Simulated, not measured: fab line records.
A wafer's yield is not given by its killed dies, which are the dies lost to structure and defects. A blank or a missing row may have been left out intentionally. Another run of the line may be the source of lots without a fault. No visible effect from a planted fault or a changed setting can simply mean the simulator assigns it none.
fab line records    flow n5-finfet
record lots=7  wafers=21  last-day=18
route steps=1938 shown BEOL_M6@1213
lots that met no fault: taken from a fault-free run of the same line
start-h: the number of hours between the record's first day and the start of the first shown wafer of the lot    wait-h: hours from the lot's prior step to this one    " as in the row above    L1.1+2: a row that stands for several wafers    - no value, or no start was given    * or withheld: withheld    < > ~ a bound
route shown NAME@n: names a module that has steps shown in the file, with the first one's number in the route    usual: mean/standard deviation taken from wafers without a fault    same: alike in all rows    chamber/n: place in a boat    sites: per-site readings    _std_site: how widely they spread, as a standard deviation    _edge_site: mean of outer sites minus mean of inner sites    radius-mm: for every site, how far away it sits from the centre of the wafer    mask NAME#n: copy n    behind: the most recent tool/chamber to have shaped the wafer    hold: cause of the lot's hold/its duration in hours/its outcome    device: whichever transistor did not switch (one of n, p or np)    end of line: at the end of the route, the tests of the same wafers    where a step has no rows: the recipe by itself    killed: not the wafer's yield, but the dies lost to structure and defects at the first sort    map: per-die view of a wafer (x killed, . not killed, _ where there is no die)
set.NAME: the setting as run; set.NAME@STEP: as run at that earlier step    model.NAME: the simulator's own value behind a step, which no gauge read
certain route steps with their lots: each step a table, each wafer a row
services: the hour from which a tool's chamber was out of use, counted from the record's first day as start-h (under 0 if before that day), plus the number of hours and why
## steps
# step N5_BEOL_M6_STRIP_68
# recipe chemistry=N2/H2  temp-c=40  n2-flow-sccm=200  h2-flow-sccm=200  rf-frequency-hz=6e+07
# step N5_BEOL_M6_STRIP_67
# recipe chemistry=CF4  resist=SiARC  power-w=300  bias-power-w=75  pressure-mtorr=50  cf4-flow-sccm=150  rf-frequency-hz=6e+07
# usual drypump-motor-current-A=6.1/0.36  oes-product-au=0.81/0.077  rf-vpp-V=270.9/1.4  showerhead-plenum-p-Torr=1.78/0.045  throttle-valve-pct=13.59/0.26
lot.wafer  tool         chamber  start-h  wait-h  drypump-motor-current-A  oes-product-au  rf-hours-counter-h  rf-vpp-V  showerhead-plenum-p-Torr  throttle-valve-pct
L370.2     rie-diel-04  3        229.66   0.0     6.4                      0.93            8                   273.6     1.90                      13.49
L370.3     "            2        "        "       5.3                      0.92            21                  268.9     1.76                      13.20
L370.4     "            0        "        "       5.4                      0.94            14                  272.6     1.83                      13.16
L377.4     rie-diel-05  1        267.36   0.0     6.2                      0.87            23                  270.2     1.75                      13.46
L377.5     "            3        "        "       6.2                      0.69            -                   272.8     1.84                      14.08
L377.6     "            2        "        "       6.3                      0.77            -                   269.8     1.74                      13.44
L375.1     rie-diel-03  1        267.90   0.0     6.5                      0.86            45                  268.9     1.75                      13.67
L375.3     "            0        "        "       5.8                      0.81            103                 269.7     1.82                      13.83
L375.5     "            1        "        "       6.5                      0.86            -                   271.8     1.75                      13.68
L376.2     rie-diel-05  0        273.49   0.0     6.0                      0.80            106                 269.8     1.73                      13.30
L376.4     "            3        "        "       6.2                      0.69            242                 272.2     1.84                      14.09
L376.6     "            3        "        "       6.2                      0.69            -                   272.1     1.84                      14.08
L382.1     rie-diel-03  1        299.30   0.0     6.5                      0.84            57                  270.7     1.75                      13.71
L382.5     "            1        "        "       6.5                      0.84            -                   270.7     1.75                      13.70
L382.6     "            0        "        "       5.8                      0.79            -                   272.4     1.81                      13.84
L385.1     rie-diel-04  2        319.63   0.0     5.3                      0.86            56                  269.8     1.75                      13.28
L385.4     "            3        "        "       6.3                      0.86            41                  274.1     1.90                      13.60
L385.6     "            2        "        "       5.3                      0.86            -                   270.8     1.75                      13.28
L384.2     rie-diel-03  2        326.39   0.0     5.4                      0.92            19                  273.5     1.83                      13.71
L384.4     "            3        "        "       6.4                      0.75            166                 271.0     1.79                      13.58
L384.6     "            0        "        "       5.7                      0.79            -                   270.6     1.81                      13.89
# step N5_BEOL_M6_HM_OPEN_17
# recipe chemistry=Cl2/BCl3  target-depth-a=200  overetch-a=60  target=TiN  mask-material=SOC  ion-energy-ev=150  pressure-mtorr=10  icp-w=1000  bias-w=126  Cl2_flow_sccm=53.25  bcl3-flow-sccm=21.75  Ar_flow_sccm=25
# usual drypump-motor-current-A=5.7/0.38  oes-product-au=0.67/0.063  throttle-valve-pct=22.31/0.2
lot.wafer  tool          chamber  start-h  wait-h  drypump-motor-current-A  oes-product-au  rf-hours-counter-h  throttle-valve-pct
L370.2     rie-metal-02  1        229.70   0.0     6.3                      0.70            26                  21.95
L370.3     "             0        "        "       5.2                      0.72            -                   21.95
L370.4     "             1        "        "       6.3                      0.70            -                   21.95
L377.4     rie-metal-03  1        267.43   0.1     6.0                      0.70            -                   22.51
L377.5     "             0        "        "       5.5                      0.63            -                   22.34
L377.6     "             1        "        "       6.0                      0.69            -                   22.52
L375.1     rie-metal-03  0        268.00   0.1     5.5                      0.62            61                  22.33
L375.3     "             0        "        "       5.5                      0.62            -                   22.36
L375.5     "             1        "        "       6.0                      0.69            -                   22.50
L376.2     rie-metal-01  1        273.57   0.1     5.8                      0.58            -                   22.39
L376.4     "             1        "        "       5.8                      0.58            -                   22.40
L376.6     "             1        "        "       5.8                      0.58            -                   22.38
L382.1     rie-metal-03  1        299.34   0.0     6.0                      0.70            34                  22.50
L382.5     "             1        "        "       6.0                      0.68            -                   22.50
L382.6     "             0        "        "       5.5                      0.61            -                   22.35
L385.1     rie-metal-02  0        319.67   0.0     5.2                      0.70            29                  21.98
L385.4     "             0        "        "       5.2                      0.69            -                   22.00
L385.6     "             1        "        "       6.3                      0.67            -                   21.97
L384.2     rie-metal-03  0        326.44   0.0     5.5                      0.62            67                  22.34
L384.4     "             0        "        "       5.5                      0.61            -                   22.34
L384.6     "             0        "        "       5.5                      0.61            -                   22.34
# step N5_BEOL_M6_STRIP_19
# recipe chemistry=O2  power-w=400  temp-c=40  pressure-mtorr=30  rf-frequency-hz=6e+07  bias-power-w=0  overash-fraction=0.2  o2-flow-sccm=225
# usual drypump-motor-current-A=6.0/0.37  o2-flow-sccm=225.0/0.6  oes-product-au=0.82/0.086  rf-vpp-V=3.6/0.56  showerhead-plenum-p-Torr=2.09/0.058  throttle-valve-pct=16.68/0.25
lot.wafer  tool         chamber  start-h  wait-h  drypump-motor-current-A  o2-flow-sccm  oes-product-au  rf-hours-counter-h  rf-vpp-V  showerhead-plenum-p-Torr  throttle-valve-pct
L370.2     rie-diel-04  0        229.81   0.1     5.4                      224.3         0.95            14                  3.6       2.15                      16.34
L370.3     "            1        "        "       6.0                      225.1         0.69            209                 3.6       2.08                      16.74
L370.4     "            2        "        "       5.4                      224.2         0.91            21                  3.5       2.04                      16.22
L377.4     rie-diel-05  2        267.55   0.1     6.3                      225.2         0.77            113                 2.2       2.02                      16.46
L377.5     "            1        "        "       6.2                      224.5         0.87            -                   3.3       2.06                      16.70
L377.6     "            0        "        "       6.0                      224.9         0.80            -                   3.8       2.02                      16.41
L375.1     rie-diel-03  3        268.19   0.2     6.3                      225.2         0.78            144                 4.0       2.10                      16.59
L375.3     "            0        "        "       5.8                      225.5         0.80            103                 3.4       2.11                      16.89
L375.5     "            3        "        "       6.3                      226.7         0.77            -                   3.1       2.10                      16.60
L376.2     rie-diel-05  1        273.74   0.1     6.2                      224.4         0.88            26                  3.1       2.06                      16.69
L376.4     "            3        "        "       6.2                      225.4         0.68            242                 3.4       2.15                      17.11
L376.6     "            2        "        "       6.3                      225.0         0.77            -                   3.0       2.02                      16.49
L382.1     rie-diel-05  0        299.68   0.3     6.1                      224.7         0.79            114                 4.5       2.02                      16.44
L382.5     "            0        "        "       6.0                      224.4         0.79            -                   3.9       2.02                      16.42
L382.6     "            1        "        "       6.2                      224.3         0.86            -                   4.4       2.06                      16.70
L385.1     rie-diel-05  2        319.78   0.1     6.3                      224.4         0.75            135                 3.8       2.02                      16.50
L385.4     "            1        "        "       6.2                      225.3         0.85            -                   3.5       2.05                      16.72
L385.6     "            2        "        "       6.3                      225.4         0.76            -                   3.5       2.01                      16.50
L384.2     rie-diel-03  1        326.55   0.1     6.5                      225.3         0.82            69                  3.6       2.04                      16.86
L384.4     "            0        "        "       5.7                      224.5         0.78            127                 2.9       2.10                      16.94
L384.6     "            0        "        "       5.7                      224.9         0.79            -                   2.8       2.10                      16.94
# step N5_BEOL_M6_CD_MEAS_18
# recipe pitch-nm=80  target-cd-nm=40
# usual cd-nm=40.1/0.44
lot.wafer  tool       chamber  start-h  wait-h  cd-nm
L370.2     cd-sem-03  -        229.88   0.1     39.6
L370.3     "          -        "        "       39.4
L370.4     "          -        "        "       39.6
L377.4     cd-sem-01  -        267.62   0.1     39.3
L377.5     "          -        "        "       39.3
L377.6     "          -        "        "       40.1
L375.1     cd-sem-01  -        268.26   0.0     40.4
L375.3     "          -        "        "       40.4
L375.5     "          -        "        "       39.7
L376.2     cd-sem-01  -        273.81   0.1     40.5
L376.4     "          -        "        "       39.9
L376.6     "          -        "        "       39.6
L382.1     cd-sem-01  -        299.75   0.0     40.3
L382.5     "          -        "        "       40.2
L382.6     "          -        "        "       40.0
L385.1     cd-sem-01  -        319.85   0.0     39.8
L385.4     "          -        "        "       40.1
L385.6     "          -        "        "       40.1
L384.2     cd-sem-02  -        326.62   0.1     40.3
L384.4     "          -        "        "       40.6
L384.6     "          -        "        "       39.8
# step N5_BEOL_M6_COAT_63
# recipe resist=SOC  temp-c=250  time-s=60  spin-rpm=1500  resist-thk-nm=60
# step N5_BEOL_M6_COAT_64
# recipe resist=SiARC  temp-c=220  time-s=60  spin-rpm=1500  resist-thk-nm=12
# step N5_BEOL_M6_COAT_71
# recipe resist=underlayer  temp-c=205  time-s=60  spin-rpm=1500  resist-thk-nm=5
# step N5_BEOL_M6_COAT_22
# recipe resist=CAR-EUV  spin-rpm=1500  resist-thk-nm=30
# step N5_BEOL_M6_EBR_24
# recipe solvent=PGMEA  ebr-width-mm=1.5
# step N5_BEOL_M6_SOFTBAKE_23
# recipe temp-c=110  time-s=60  resist=CAR-EUV
# step N5_BEOL_M6_EXPOSE_25
# recipe mask-id=V5  na=0.33  source-shape=annular  sigma-inner=0.4  sigma-outer=0.8  polarization=unpolarized  target-cd-nm=40  dose-mj=45
# step N5_BEOL_M6_PEB_26
# recipe peb-temp-c=100  peb-time-s=60  resist=CAR-EUV
# usual chill-plate-temp-C=23.00/0.1  exhaust-pa=45.0/0.83  peb-time-s=60/0
lot.wafer  tool            chamber  start-h  wait-h  chill-plate-temp-C  exhaust-pa  peb-time-s
L370.2     litho-track-01  0        231.22   0.1     23.17               45.4        60
L370.3     "               0        "        "       22.83               44.5        60
L370.4     "               0        "        "       22.96               43.7        60
L377.4     litho-track-01  -        269.76   0.0     -                   -           -
L377.5     "               -        "        "       -                   -           -
L377.6     "               -        "        "       -                   -           -
L375.1     litho-track-01  -        269.98   0.1     -                   -           -
L375.3     "               -        "        "       -                   -           -
L375.5     "               -        "        "       -                   -           -
L376.2     litho-track-02  -        274.96   0.1     -                   -           -
L376.4     "               -        "        "       -                   -           -
L376.6     "               -        "        "       -                   -           -
L382.1     litho-track-01  0        300.00   0.1     23.07               44.7        60
L382.5     "               0        "        "       23.15               44.0        60
L382.6     "               0        "        "       22.92               45.5        60
L385.1     litho-track-03  0        320.13   0.1     23.04               46.7        60
L385.4     "               0        "        "       22.92               45.9        60
L385.6     "               0        "        "       23.01               46.5        60
L384.2     litho-track-02  0        329.77   0.1     22.88               45.3        60
L384.4     "               0        "        "       23.07               44.7        60
L384.6     "               0        "        "       22.87               43.9        60
# step N5_BEOL_M6_DEVELOP_27
# recipe develop-time-s=30  developer=TMAH  resist=CAR-EUV  rinse-liquid=surfactant-rinse  dry=air-spin  dev-temp-c=23
## services
tool            chamber  start-h  hours  kind
litho-track-02  -        208.69   -      consumable-replace:filter
rie-metal-03    0        215.64   3.2    repair
rie-metal-02    0        223.35   4.1    repair
rie-metal-03    0        224.56   9.9    repair
rie-diel-03     2        245.19   -      clean
rie-diel-03     2        245.19   -      consumable-replace:focus-ring
rie-diel-03     2        245.19   22.5   scheduled-down
rie-diel-03     2        245.19   22.5   vent-cycle
rie-metal-02    0        258.04   13.5   repair
rie-metal-01    0        262.30   15.0   repair
litho-track-01  -        262.92   -      consumable-replace:filter
rie-metal-02    1        266.37   16.0   repair
rie-metal-03    -        271.82   0.6    repair
rie-diel-03     2        282.26   6.2    repair
rie-metal-02    -        290.29   1.9    repair
rie-diel-05     3        297.86   -      clean
rie-diel-05     3        297.86   -      consumable-replace:focus-ring
rie-diel-05     3        297.86   17.7   scheduled-down
rie-diel-05     3        297.86   17.7   vent-cycle
rie-diel-04     1        301.83   9.3    repair
rie-diel-05     0        311.43   10.0   repair
rie-diel-05     1        312.06   1.9    repair
## key
first-sign step=N5_BEOL_M6_PEB_26  reading=tool-record  direction=missing
effect none on later readings
met-at N5_BEOL_M6_PEB_26
struck-wafers L375.1,L375.3,L375.5,L376.2,L376.4,L376.6,L377.4,L377.5,L377.6
later-rows-left-out L375.1,L375.3,L375.5,L376.2,L376.4,L376.6,L377.4,L377.5,L377.6
sort-left-out L375.1,L375.3,L375.5,L376.2,L376.4,L376.6,L377.4,L377.5,L377.6
onset-between 231.22 269.76
fault kind=skipped-step-whole  tool=litho-track-01,litho-track-02  chamber=-  onset-h=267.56  steps=N5_BEOL_M6_PEB_26  scope=struck-lots-only
# sort-left-out: the simulated sort isn't trusted on such a fault, so these wafers' sort isn't shown, and their yield isn't known
# later-rows-left-out: the simulator's readings of these wafers behind a module that went badly wrong aren't trusted and aren't shown, but for the sort
